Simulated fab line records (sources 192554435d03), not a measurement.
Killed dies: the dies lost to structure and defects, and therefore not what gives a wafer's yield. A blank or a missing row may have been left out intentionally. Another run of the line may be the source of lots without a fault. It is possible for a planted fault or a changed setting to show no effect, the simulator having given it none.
fab line records	flow n5Finfet
[record] lots = 12	wafers = 33	lastDay = 18
route steps=1938 shown BEOL_M1@835 BEOL_M2@863 BEOL_M4@1111 PASSIVATION@1936
lots with no fault: from the same line, run without faults
startH: hours from the record's first day to the start of the lot's first wafer shown	waitH: how many hours have passed since the lot's step before this one	" as in the row above	L1.1+2: a single row standing in for several wafers	- either no value or no given start	* or withheld: withheld	< > ~ a bound
route shown NAME@n: a module of which the file shows steps, and the number in the route of the first	usual: mean and standard deviation over wafers with no fault	same: alike in all rows	chamber/n: place in a boat	sites: per-site readings	_std_site: the standard deviation of these	_edge_site: inner sites' mean taken away from outer sites' mean	radiusMm: how far each site lies from the wafer's centre	mask NAME#n: copy n	behind: the last tool/chamber to shape the wafer	hold: what put the lot on hold/how long, in hours/how the hold closed	device: the transistor (n, p or np) that didn't switch	end of line: the route-end tests of the same wafers	step lacking rows: just its recipe	killed: the dies lost at the first sort to structure and to defects; this is not the yield of the wafer	map: shows each die of a wafer: x if killed, . if not, _ if none is there
set.NAME: the setting the step ran with; set.NAME@STEP: the setting that earlier step ran with	model.NAME: the simulator's own value behind a step, which no gauge read
route steps across a sampled set of lots; one table per step, one row per wafer
services: from which hour (startH, from the record's first day; less than 0 if before it) a tool's chamber was out of use, for how many hours, and why
[[steps]]
[step N5_BEOL_M1_PRE_CLEAN_60]
[recipe] gas = NH3/H2	timeS = 15	tempC = *	rfPowerW = 300
[usual] heaterPowerW = 90/21
[same] timeS = 15
lot.wafer	tool	chamber	startH	waitH	heaterPowerW
L408.1	cvdCo-01	1	143.85	0.0	70
L408.2	"	2	"	"	104
L408.4	"	0	"	"	104
L410.2	cvdCo-02	2	145.81	0.0	84
L410.5	"	0	"	"	112
L410.6	"	1	"	"	58
L409.2	cvdCo-02	1	155.20	0.0	58
L409.3	"	2	"	"	87
L413.1	cvdCo-02	1	160.87	0.0	57
L413.3	"	0	"	"	117
L413.4	"	1	"	"	59
L415.3	cvdCo-01	2	183.24	0.4	105
L415.4	"	1	"	"	71
L415.6	"	2	"	"	105
L416.5	cvdCo-02	2	185.70	0.1	88
L416.6	"	1	"	"	60
L418.1	cvdCo-02	0	199.62	0.0	116
L418.2	"	1	"	"	60
L418.6	"	2	"	"	85
L421.1	cvdCo-02	0	223.11	0.0	116
L421.2	"	2	"	"	88
L421.3	"	1	"	"	59
L428.1	cvdCo-01	0	262.80	0.0	105
L428.2	"	2	"	"	105
L428.4	"	2	"	"	106
L427.2	cvdCo-02	2	264.72	0.0	89
L427.3	"	1	"	"	58
L427.5	"	0	"	"	116
L429.4	cvdCo-02	1	271.85	0.1	58
L429.5	"	2	"	"	87
L429.6	"	0	"	"	118
L430.2	cvdCo-01	2	273.26	0.3	106
L430.4	"	1	"	"	70
[step N5_BEOL_M1_INSPECT_59]
[recipe] inspectInstrument = darkfield	mode = postDep
[usual] rawDefectCount = 72/22
lot.wafer	tool	chamber	startH	waitH	rawDefectCount
L408.1	defectInspect-01	-	144.10	0.0	96
L408.2	"	-	"	"	54
L408.4	"	-	"	"	69
L410.2	defectInspect-02	-	146.06	0.0	28
L410.5	"	-	"	"	66
L410.6	"	-	"	"	49
L409.2	defectInspect-01	-	155.45	0.0	52
L409.3	"	-	"	"	49
L413.1	defectInspect-01	-	161.12	0.0	79
L413.3	"	-	"	"	113
L413.4	"	-	"	"	61
L415.3	defectInspect-02	-	183.49	0.0	59
L415.4	"	-	"	"	67
L415.6	"	-	"	"	84
L416.5	defectInspect-02	-	185.93	0.0	57
L416.6	"	-	"	"	52
L418.1	defectInspect-02	-	199.87	0.0	57
L418.2	"	-	"	"	52
L418.6	"	-	"	"	64
L421.1	defectInspect-02	-	223.38	0.0	116
L421.2	"	-	"	"	53
L421.3	"	-	"	"	49
L428.1	defectInspect-02	-	263.05	0.0	85
L428.2	"	-	"	"	91
L428.4	"	-	"	"	51
L427.2	defectInspect-02	-	264.97	0.0	63
L427.3	"	-	"	"	56
L427.5	"	-	"	"	38
L429.4	defectInspect-01	-	272.08	0.0	43
L429.5	"	-	"	"	51
L429.6	"	-	"	"	61
L430.2	defectInspect-01	-	273.56	0.0	89
L430.4	"	-	"	"	94
[step N5_BEOL_M2_STRIP_66]
[recipe] chemistry = CF4	resist = SiARC	powerW = 300	biasPowerW = 75	pressureMtorr = 50	cf4FlowSccm = 150	rfFrequencyHz = 6e+07
[usual] biasPowerW = 74.95/0.24	cf4FlowSccm = 150.0/0.49	drypumpMotorCurrentA = 5.7/0.38	oesProductAu = 0.81/0.094	rfVppV = 271.7/1.4	showerheadPlenumPTorr = 1.82/0.053	throttleValvePct = 13.56/0.27
lot.wafer	tool	chamber	startH	waitH	biasPowerW	cf4FlowSccm	drypumpMotorCurrentA	oesProductAu	rfHoursCounterH	rfVppV	showerheadPlenumPTorr	throttleValvePct
L408.1	rieDiel-05	3	145.86	0.0	74.45	149.4	6.1	0.69	221	270.0	1.77	13.83
L408.2	"	2	"	"	74.82	150.4	5.7	0.77	112	272.8	1.90	13.63
L408.4	"	0	"	"	74.73	149.8	5.3	0.96	2	270.3	1.76	13.26
L410.2	rieDiel-04	3	149.45	0.0	74.95	149.7	5.3	0.70	219	272.1	1.79	13.95
L410.5	"	2	"	"	74.98	150.1	5.9	0.81	-	271.9	1.90	13.68
L410.6	"	3	"	"	75.11	149.6	5.3	0.71	-	271.1	1.79	13.96
L409.2	rieDiel-05	1	158.90	0.0	74.61	150.8	6.1	0.87	32	271.3	1.84	13.22
L409.3	"	0	"	"	75.12	150.7	5.4	0.93	7	271.1	1.76	13.28
L413.1	rieDiel-06	3	165.62	0.0	74.79	149.9	5.7	0.89	17	273.5	1.84	13.25
L413.3	"	2	"	"	74.85	149.4	6.4	0.97	8	272.9	1.83	13.23
L413.4	"	2	"	"	74.57	150.5	6.4	0.96	-	270.8	1.83	13.24
L415.3	rieDiel-06	0	186.06	0.0	74.61	150.4	5.3	0.69	213	268.5	1.71	13.77
L415.4	"	1	"	"	74.81	150.0	6.5	0.96	4	272.6	1.86	13.24
L415.6	"	3	"	"	75.02	149.0	5.7	0.87	-	272.6	1.84	13.26
L416.5	rieDiel-04	3	186.87	0.0	74.93	149.9	5.3	0.70	-	268.1	1.78	13.98
L416.6	"	2	"	"	75.57	149.9	5.8	0.80	-	272.8	1.89	13.71
L418.1	rieDiel-04	2	202.99	0.0	74.72	149.3	5.8	0.79	116	272.5	1.89	13.71
L418.2	"	1	"	"	74.68	149.8	5.4	0.70	241	271.2	1.85	13.86
L418.6	"	3	"	"	74.67	149.0	5.3	0.70	-	269.2	1.78	14.00
L421.1	rieDiel-06	0	225.48	0.0	75.12	150.3	5.3	0.68	226	268.3	1.71	13.82
L421.2	"	1	"	"	74.84	150.3	6.5	0.91	18	272.0	1.85	13.26
L421.3	"	2	"	"	74.93	149.9	6.4	0.90	31	271.7	1.82	13.29
L428.1	rieDiel-05	2	264.95	0.0	-	-	-	-	-	-	-	-
L428.2	"	0	"	"	-	-	-	-	-	-	-	-
L428.4	"	2	"	"	-	-	-	-	-	-	-	-
L427.2	rieDiel-06	2	268.91	0.0	-	-	-	-	-	-	-	-
L427.3	"	1	"	"	-	-	-	-	-	-	-	-
L427.5	"	2	"	"	-	-	-	-	-	-	-	-
L429.4	rieDiel-04	2	273.76	0.0	-	-	-	-	-	-	-	-
L429.5	"	1	"	"	-	-	-	-	-	-	-	-
L429.6	"	0	"	"	-	-	-	-	-	-	-	-
L430.2	rieDiel-05	1	275.66	0.0	75.29	149.7	6.1	0.82	68	272.8	1.83	13.30
L430.4	"	2	"	"	75.04	150.7	5.7	0.73	-	273.6	1.88	13.75
[step N5_BEOL_M4_RC_MEAS_101]
[usual] DIBL_N = 36.1/2	DIBL_P = 36.3/2.5	IOFF_N = 0.16/0.037	IOFF_P = 0.21/0.039	ION_N = 678/15	ION_P = 465/8.7	SS_N = 71.4/0.7	SS_P = 73.3/0.74	VT_N = 249/3.6	VT_P = -250.0/2.9
lot.wafer	tool	chamber	startH	waitH	DIBL_N[mV/V]	DIBL_P[mV/V]	IOFF_N[nA/um]	IOFF_P[nA/um]	ION_N[uA/um]	ION_P[uA/um]	SS_N[mV/dec]	SS_P[mV/dec]	VT_N[mV]	VT_P[mV]
L408.1	prober-02	0	178.41	0.0	38.3	39.1	0.24	0.29	711	482	71.9	73.6	241	-245.8
L408.2	"	0	"	"	35.3	35.5	0.16	0.22	670	465	71.7	71.8	249	-248.4
L408.4	"	0	"	"	35.2	36.0	0.16	0.23	671	465	71.8	72.8	245	-249.0
L410.2	prober-02	0	181.22	0.2	33.3	30.4	0.09	0.15	643	452	70.6	72.3	257	-252.8
L410.5	"	0	"	"	36.9	35.9	0.14	0.21	684	470	71.0	72.7	250	-250.1
L410.6	"	0	"	"	33.6	30.2	0.09	0.14	642	443	70.6	71.8	258	-255.9
L409.2	prober-01	0	191.52	0.2	35.7	35.4	0.14	0.17	675	457	70.6	73.0	254	-255.2
L409.3	"	0	"	"	37.6	37.8	0.18	0.22	674	460	72.1	74.7	249	-249.7
L413.1	prober-01	0	198.46	0.1	34.8	35.2	0.14	0.18	687	470	71.5	72.7	251	-250.1
L413.3	"	0	"	"	34.5	35.1	0.13	0.17	670	459	71.3	73.1	251	-251.9
L413.4	"	0	"	"	38.4	40.7	0.21	0.27	687	472	72.4	74.3	244	-245.6
L415.3	prober-02	0	233.23	0.3	38.9	40.1	0.20	0.21	675	456	72.3	73.5	250	-253.0
L415.4	"	0	"	"	35.9	37.6	0.15	0.18	673	453	71.5	72.7	252	-254.6
L415.6	"	0	"	"	36.7	38.4	0.16	0.19	670	452	72.0	72.8	252	-253.3
L416.5	prober-01	0	234.30	0.6	33.9	33.0	0.12	0.17	663	464	71.1	72.9	255	-251.0
L416.6	"	0	"	"	37.4	38.3	0.17	0.26	678	469	71.9	74.4	249	-245.3
L418.1	prober-01	0	255.86	0.0	34.2	32.9	0.12	0.19	666	463	70.9	72.2	253	-250.1
L418.2	"	0	"	"	35.7	34.2	0.14	0.20	675	466	71.2	73.9	252	-249.2
L418.6	"	0	"	"	39.3	38.5	0.20	0.28	667	456	73.3	73.9	247	-248.1
L421.1	prober-01	0	268.83	0.0	38.4	37.4	0.20	0.24	668	460	72.1	74.1	250	-247.2
L421.2	"	0	"	"	33.5	33.7	0.13	0.19	669	463	70.5	73.0	251	-248.7
L421.3	"	0	"	"	37.6	38.1	0.20	0.26	702	478	71.5	74.3	245	-247.0
L428.1	prober-02	0	306.06	0.0	36.8	38.6	0.19	0.22	713	477	71.3	74.0	245	-247.3
L428.2	"	0	"	"	38.5	39.9	0.21	0.22	685	455	72.0	74.3	248	-252.6
L428.4	"	0	"	"	35.2	34.9	0.15	0.16	671	451	70.6	72.9	252	-256.1
L430.2	prober-02	0	313.26	0.2	34.2	34.1	0.13	0.18	676	466	70.1	73.3	251	-251.3
L430.4	"	0	"	"	36.9	37.5	0.16	0.23	672	468	71.6	74.1	251	-249.1
L427.2	prober-02	0	318.78	0.2	37.0	35.8	0.17	0.23	676	458	71.6	73.8	248	-251.4
L427.3	"	0	"	"	35.6	35.0	0.15	0.20	675	466	71.8	73.3	250	-247.7
L427.5	"	0	"	"	33.9	33.2	0.13	0.20	679	471	70.7	73.0	252	-248.3
L429.4	prober-01	0	325.44	0.5	39.8	41.0	0.25	0.31	702	476	72.3	74.4	242	-245.9
L429.5	"	0	"	"	36.3	37.9	0.17	0.25	687	474	71.1	74.2	246	-244.9
L429.6	"	0	"	"	37.8	38.1	0.21	0.24	689	460	72.4	74.1	244	-248.1
[step N5_PASSIVATION_PROBE_49]
[usual] defectLimitedYield = 91.1/1.3	killed_at_M0_to_M3 = 32/9.7	killed_at_M4_up = 16/6	killedAtContacts = 12/5.9	killedAtFrontEnd = 41/11	killedAtOther = 4/3.1	killedDies = 104/16	killedOpen = 68/12	killedShort = 34/7.4	sort_bin_5_function = 5.1/0.85	sort_bin_6_memory = 3.3/0.66	sort_bin_8_speed = 0.1/0.53	sortNPass = 1075/16	sortYieldPct = 91.1/1.4
[same] grossDies = 1180	killedAtBackSide = 0	sort_bin_4_leakage[%] = 0
lot.wafer	tool	chamber	startH	waitH	defectLimitedYield[%]	killed_at_M0_to_M3	killed_at_M4_up	killedAtContacts	killedAtFrontEnd	killedAtOther	killedDies	killedOpen	killedShort	sort_bin_5_function[%]	sort_bin_6_memory[%]	sort_bin_8_speed[%]	sortNPass	sortYieldPct[%]
L427.2	prober-02	-	425.68	0.1	91.9	23	7	17	45	4	96	64	32	4.8	3.0	0	1084	91.9
// killed by level:class
L427.2 MOL_CONTACT_COAG:geometricParticle:open=14 FIN_SAQP:geometricParticle:open=8 DUMMY_GATE:geometricParticle:open=7 GATE_CUT:geometricParticle:open=5 BEOL_M2:geometricParticle:open=5 BEOL_M3:geometricParticle:open=5 FIN_SAQP:geometricParticle:short=4 DUMMY_GATE:geometricParticle:short=4
[[services]]
tool	chamber	startH	hours	kind
rieDiel-06	2	127.08	-	clean
rieDiel-06	2	127.08	-	consumableReplace:focusRing
rieDiel-06	2	127.08	14.0	scheduledDown
rieDiel-06	2	127.08	14.0	ventCycle
cvdCo-02	-	130.46	0.2	repair
rieDiel-06	1	163.37	-	clean
rieDiel-06	1	163.37	-	consumableReplace:focusRing
rieDiel-06	1	163.37	11.2	scheduledDown
rieDiel-06	1	163.37	11.2	ventCycle
rieDiel-05	0	167.07	5.0	repair
rieDiel-04	2	175.54	3.6	repair
rieDiel-05	1	183.42	12.0	repair
rieDiel-04	0	197.28	-	clean
rieDiel-04	0	197.28	-	consumableReplace:focusRing
rieDiel-04	0	197.28	12.2	scheduledDown
rieDiel-04	0	197.28	12.2	ventCycle
cvdCo-02	-	200.41	6.9	pm
rieDiel-05	-	205.16	0.7	repair
cvdCo-01	-	207.31	2.8	pm
rieDiel-05	-	218.37	0.1	repair
cvdCo-02	2	241.25	7.8	repair
rieDiel-05	3	242.46	40.9	repair
rieDiel-04	1	252.29	3.0	repair
cvdCo-02	-	268.00	0.5	repair
[[key]]
[firstSign] step = N5_BEOL_M2_STRIP_66	reading = toolRecord	direction = missing
effect none on later readings
metAt N5_BEOL_M2_STRIP_66
struckLots L427,L428,L429
notActingAt N5_BEOL_M1_PRE_CLEAN_60,N5_BEOL_M1_INSPECT_59
onsetBetween 225.48 264.95
[fault] kind = skippedStepWhole	tool = rieDiel-04,rieDiel-05,rieDiel-06	chamber = -	onsetH = 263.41	steps = N5_BEOL_M2_STRIP_66	scope = struckLotsOnly
